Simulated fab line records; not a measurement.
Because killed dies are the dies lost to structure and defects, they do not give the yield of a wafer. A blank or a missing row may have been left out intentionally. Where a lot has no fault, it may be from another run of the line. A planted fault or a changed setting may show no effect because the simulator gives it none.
Split-lot experiment || flow n5_finfet || 39 wafers read from 7 lots, route of 1938 steps

## ON THE SPLIT
At N5_BEOL_M9_VIA_ETCH_34 (etches SiCOH lowk in C4F6/O2, target depth 182.4 nm, time 68.4 s), the setting target_depth_a was moved away from the recipe's 1824 angstrom on 9 of the 39 wafers read, by -25.3% to +34.2%. For the rest of the wafers, this setting stayed at what the recipe calls for.

The reading is taken at the split's own step.

## THE READING
SOC_of_BEOL_M9_COAT_63.thk_nm (the simulator's own value, which no gauge read), in nm, at N5_BEOL_M9_VIA_ETCH_34 (etches SiCOH lowk in C4F6/O2, target depth 182.4 nm, time 68.4 s). The file gives no usual value for it. Here, 30 wafers ran the recipe; their average is 51.1 nm with a standard deviation of 0.38 nm.

{"wafer": "L075.1", "tool, chamber at the split": "rie_diel-05, 2", "target_depth_a as run, angstrom": 1824, "against the recipe": "recipe", "SOC_of_BEOL_M9_COAT_63.thk_nm, nm": 51.4, "against lot-mates on the recipe": "-"}
{"wafer": "L075.2", "tool, chamber at the split": "rie_diel-05, 0", "target_depth_a as run, angstrom": 2448, "against the recipe": "+34.2%", "SOC_of_BEOL_M9_COAT_63.thk_nm, nm": 48.2, "against lot-mates on the recipe": -3.0}
{"wafer": "L075.3", "tool, chamber at the split": "rie_diel-05, 3", "target_depth_a as run, angstrom": 2448, "against the recipe": "+34.2%", "SOC_of_BEOL_M9_COAT_63.thk_nm, nm": 47.6, "against lot-mates on the recipe": -3.6}
{"wafer": "L075.4", "tool, chamber at the split": "rie_diel-05, 2", "target_depth_a as run, angstrom": 1824, "against the recipe": "recipe", "SOC_of_BEOL_M9_COAT_63.thk_nm, nm": 51.4, "against lot-mates on the recipe": "-"}
{"wafer": "L075.5", "tool, chamber at the split": "rie_diel-05, 3", "target_depth_a as run, angstrom": 1824, "against the recipe": "recipe", "SOC_of_BEOL_M9_COAT_63.thk_nm, nm": 50.8, "against lot-mates on the recipe": "-"}
{"wafer": "L075.6", "tool, chamber at the split": "rie_diel-05, 0", "target_depth_a as run, angstrom": 2448, "against the recipe": "+34.2%", "SOC_of_BEOL_M9_COAT_63.thk_nm, nm": 48.2, "against lot-mates on the recipe": -3.0}
{"wafer": "L085.1", "tool, chamber at the split": "rie_diel-05, 3", "target_depth_a as run, angstrom": 1824, "against the recipe": "recipe", "SOC_of_BEOL_M9_COAT_63.thk_nm, nm": 50.8, "against lot-mates on the recipe": "-"}
{"wafer": "L085.2", "tool, chamber at the split": "rie_diel-05, 1", "target_depth_a as run, angstrom": 1824, "against the recipe": "recipe", "SOC_of_BEOL_M9_COAT_63.thk_nm, nm": 51.8, "against lot-mates on the recipe": "-"}
{"wafer": "L085.3", "tool, chamber at the split": "rie_diel-05, 2", "target_depth_a as run, angstrom": 1824, "against the recipe": "recipe", "SOC_of_BEOL_M9_COAT_63.thk_nm, nm": 51.6, "against lot-mates on the recipe": "-"}
{"wafer": "L085.4", "tool, chamber at the split": "rie_diel-05, 0", "target_depth_a as run, angstrom": 1824, "against the recipe": "recipe", "SOC_of_BEOL_M9_COAT_63.thk_nm, nm": 51.2, "against lot-mates on the recipe": "-"}
{"wafer": "L085.5", "tool, chamber at the split": "rie_diel-05, 0", "target_depth_a as run, angstrom": 1824, "against the recipe": "recipe", "SOC_of_BEOL_M9_COAT_63.thk_nm, nm": 51.2, "against lot-mates on the recipe": "-"}
{"wafer": "L085.6", "tool, chamber at the split": "rie_diel-05, 1", "target_depth_a as run, angstrom": 1824, "against the recipe": "recipe", "SOC_of_BEOL_M9_COAT_63.thk_nm, nm": 51.8, "against lot-mates on the recipe": "-"}
{"wafer": "L092.1", "tool, chamber at the split": "rie_diel-03, 0", "target_depth_a as run, angstrom": 1824, "against the recipe": "recipe", "SOC_of_BEOL_M9_COAT_63.thk_nm, nm": 51, "against lot-mates on the recipe": "-"}
{"wafer": "L092.4", "tool, chamber at the split": "rie_diel-03, 2", "target_depth_a as run, angstrom": 1824, "against the recipe": "recipe", "SOC_of_BEOL_M9_COAT_63.thk_nm, nm": 50.8, "against lot-mates on the recipe": "-"}
{"wafer": "L092.5", "tool, chamber at the split": "rie_diel-03, 0", "target_depth_a as run, angstrom": 1824, "against the recipe": "recipe", "SOC_of_BEOL_M9_COAT_63.thk_nm, nm": 51, "against lot-mates on the recipe": "-"}
{"wafer": "L091.1", "tool, chamber at the split": "rie_diel-05, 3", "target_depth_a as run, angstrom": 1824, "against the recipe": "recipe", "SOC_of_BEOL_M9_COAT_63.thk_nm, nm": 50.6, "against lot-mates on the recipe": "-"}
{"wafer": "L091.2", "tool, chamber at the split": "rie_diel-05, 0", "target_depth_a as run, angstrom": 1824, "against the recipe": "recipe", "SOC_of_BEOL_M9_COAT_63.thk_nm, nm": 50.6, "against lot-mates on the recipe": "-"}
{"wafer": "L091.3", "tool, chamber at the split": "rie_diel-05, 2", "target_depth_a as run, angstrom": 1824, "against the recipe": "recipe", "SOC_of_BEOL_M9_COAT_63.thk_nm, nm": 51.2, "against lot-mates on the recipe": "-"}
{"wafer": "L091.4", "tool, chamber at the split": "rie_diel-05, 1", "target_depth_a as run, angstrom": 1824, "against the recipe": "recipe", "SOC_of_BEOL_M9_COAT_63.thk_nm, nm": 51.6, "against lot-mates on the recipe": "-"}
{"wafer": "L091.5", "tool, chamber at the split": "rie_diel-05, 2", "target_depth_a as run, angstrom": 1824, "against the recipe": "recipe", "SOC_of_BEOL_M9_COAT_63.thk_nm, nm": 51.4, "against lot-mates on the recipe": "-"}
{"wafer": "L091.6", "tool, chamber at the split": "rie_diel-05, 1", "target_depth_a as run, angstrom": 1824, "against the recipe": "recipe", "SOC_of_BEOL_M9_COAT_63.thk_nm, nm": 51.6, "against lot-mates on the recipe": "-"}
{"wafer": "L094.1", "tool, chamber at the split": "rie_diel-01, 0", "target_depth_a as run, angstrom": 1824, "against the recipe": "recipe", "SOC_of_BEOL_M9_COAT_63.thk_nm, nm": 51.2, "against lot-mates on the recipe": "-"}
{"wafer": "L094.2", "tool, chamber at the split": "rie_diel-01, 1", "target_depth_a as run, angstrom": 1363, "against the recipe": "-25.3%", "SOC_of_BEOL_M9_COAT_63.thk_nm, nm": 53.6, "against lot-mates on the recipe": "+2.2"}
{"wafer": "L094.3", "tool, chamber at the split": "rie_diel-01, 3", "target_depth_a as run, angstrom": 1824, "against the recipe": "recipe", "SOC_of_BEOL_M9_COAT_63.thk_nm, nm": 51.6, "against lot-mates on the recipe": "-"}
{"wafer": "L094.4", "tool, chamber at the split": "rie_diel-01, 2", "target_depth_a as run, angstrom": 1824, "against the recipe": "recipe", "SOC_of_BEOL_M9_COAT_63.thk_nm, nm": 51.4, "against lot-mates on the recipe": "-"}
{"wafer": "L094.5", "tool, chamber at the split": "rie_diel-01, 3", "target_depth_a as run, angstrom": 1363, "against the recipe": "-25.3%", "SOC_of_BEOL_M9_COAT_63.thk_nm, nm": 53.8, "against lot-mates on the recipe": "+2.4"}
{"wafer": "L094.6", "tool, chamber at the split": "rie_diel-01, 0", "target_depth_a as run, angstrom": 1363, "against the recipe": "-25.3%", "SOC_of_BEOL_M9_COAT_63.thk_nm, nm": 53.6, "against lot-mates on the recipe": "+2.2"}
{"wafer": "L095.1", "tool, chamber at the split": "rie_diel-03, 3", "target_depth_a as run, angstrom": 1824, "against the recipe": "recipe", "SOC_of_BEOL_M9_COAT_63.thk_nm, nm": 50.6, "against lot-mates on the recipe": "-"}
{"wafer": "L095.2", "tool, chamber at the split": "rie_diel-03, 1", "target_depth_a as run, angstrom": 2306, "against the recipe": "+26.4%", "SOC_of_BEOL_M9_COAT_63.thk_nm, nm": 48.6, "against lot-mates on the recipe": -2.2}
{"wafer": "L095.3", "tool, chamber at the split": "rie_diel-03, 0", "target_depth_a as run, angstrom": 2306, "against the recipe": "+26.4%", "SOC_of_BEOL_M9_COAT_63.thk_nm, nm": 48.2, "against lot-mates on the recipe": -2.6}
{"wafer": "L095.4", "tool, chamber at the split": "rie_diel-03, 1", "target_depth_a as run, angstrom": 1824, "against the recipe": "recipe", "SOC_of_BEOL_M9_COAT_63.thk_nm, nm": 50.8, "against lot-mates on the recipe": "-"}
{"wafer": "L095.5", "tool, chamber at the split": "rie_diel-03, 3", "target_depth_a as run, angstrom": 1824, "against the recipe": "recipe", "SOC_of_BEOL_M9_COAT_63.thk_nm, nm": 51, "against lot-mates on the recipe": "-"}
{"wafer": "L095.6", "tool, chamber at the split": "rie_diel-03, 0", "target_depth_a as run, angstrom": 2306, "against the recipe": "+26.4%", "SOC_of_BEOL_M9_COAT_63.thk_nm, nm": 48.2, "against lot-mates on the recipe": -2.6}
{"wafer": "L096.1", "tool, chamber at the split": "rie_diel-05, 0", "target_depth_a as run, angstrom": 1824, "against the recipe": "recipe", "SOC_of_BEOL_M9_COAT_63.thk_nm, nm": 50.8, "against lot-mates on the recipe": "-"}
{"wafer": "L096.2", "tool, chamber at the split": "rie_diel-05, 2", "target_depth_a as run, angstrom": 1824, "against the recipe": "recipe", "SOC_of_BEOL_M9_COAT_63.thk_nm, nm": 51.4, "against lot-mates on the recipe": "-"}
{"wafer": "L096.3", "tool, chamber at the split": "rie_diel-05, 3", "target_depth_a as run, angstrom": 1824, "against the recipe": "recipe", "SOC_of_BEOL_M9_COAT_63.thk_nm, nm": 50.6, "against lot-mates on the recipe": "-"}
{"wafer": "L096.4", "tool, chamber at the split": "rie_diel-05, 2", "target_depth_a as run, angstrom": 1824, "against the recipe": "recipe", "SOC_of_BEOL_M9_COAT_63.thk_nm, nm": 51.6, "against lot-mates on the recipe": "-"}
{"wafer": "L096.5", "tool, chamber at the split": "rie_diel-05, 3", "target_depth_a as run, angstrom": 1824, "against the recipe": "recipe", "SOC_of_BEOL_M9_COAT_63.thk_nm, nm": 50.8, "against lot-mates on the recipe": "-"}
{"wafer": "L096.6", "tool, chamber at the split": "rie_diel-05, 0", "target_depth_a as run, angstrom": 1824, "against the recipe": "recipe", "SOC_of_BEOL_M9_COAT_63.thk_nm, nm": 50.8, "against lot-mates on the recipe": "-"}

THE FIT
A straight line over all 39 wafers: SOC_of_BEOL_M9_COAT_63.thk_nm changes by -0.098 nm for each +1% of target_depth_a; r = -0.97; the points scatter about the line by 0.37 nm.
The same after taking each lot's own level away (the mean of its wafers on the recipe; 39 wafers): -0.0924 nm for each +1%; r = -0.97; scatter 0.31 nm.
The reading moves by 3.2 nm for the largest change in target_depth_a, on that fit.
From 50.80 to 51.40 nm: that is the span of the lots' own levels, equal to 1.6 times the standard deviation above.
The two slopes are in agreement: the lot-to-lot level therefore moves the slope only a little.
Check: -3.2 nm against its lot-mates is what the line predicts for one of the wafers moved furthest among these (+34.2%) when that wafer is left out of the fit. It came out at -3 nm against them.

## THE OTHER SPLITS THESE WAFERS WENT THROUGH
Other splits were also applied to these wafers ahead of the reading. Each is held against what the fit with the lots' levels taken away leaves over:
{"other split on the same wafers": "N5_BEOL_M6_TRENCH_ETCH_37 time_s", "wafers away from the commonest value": 12, "r with SOC_of_BEOL_M9_COAT_63.thk_nm (lot level and that fit taken away)": "+0.09"}
{"other split on the same wafers": "N5_BEOL_M8_HM_DEP_02 target_thk_a", "wafers away from the commonest value": 18, "r with SOC_of_BEOL_M9_COAT_63.thk_nm (lot level and that fit taken away)": -0.11}

## THE WHOLE CHAIN: every reading that the file lists as answering this split, in the file's order
{"step": "N5_BEOL_M9_VIA_ETCH_34", "what it does": "etches SiCOH lowk in C4F6/O2, target depth 182.4 nm, time 68.4 s", "reading": "etch.depth_nm (the simulator's own value, which no gauge read)", "change (the file's fit)": "+1.81 nm for each +1% of the setting", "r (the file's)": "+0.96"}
{"step": "N5_BEOL_M9_VIA_ETCH_34", "what it does": "etches SiCOH lowk in C4F6/O2, target depth 182.4 nm, time 68.4 s", "reading": "SOC_of_BEOL_M9_COAT_63.thk_nm (the simulator's own value, which no gauge read)", "change (the file's fit)": "-0.0925 nm for each +1% of the setting", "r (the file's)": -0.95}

## THE FILE'S OWN FIT
SOC_of_BEOL_M9_COAT_63.thk_nm changes by -0.0925 nm for each +1% of target_depth_a, r = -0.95.
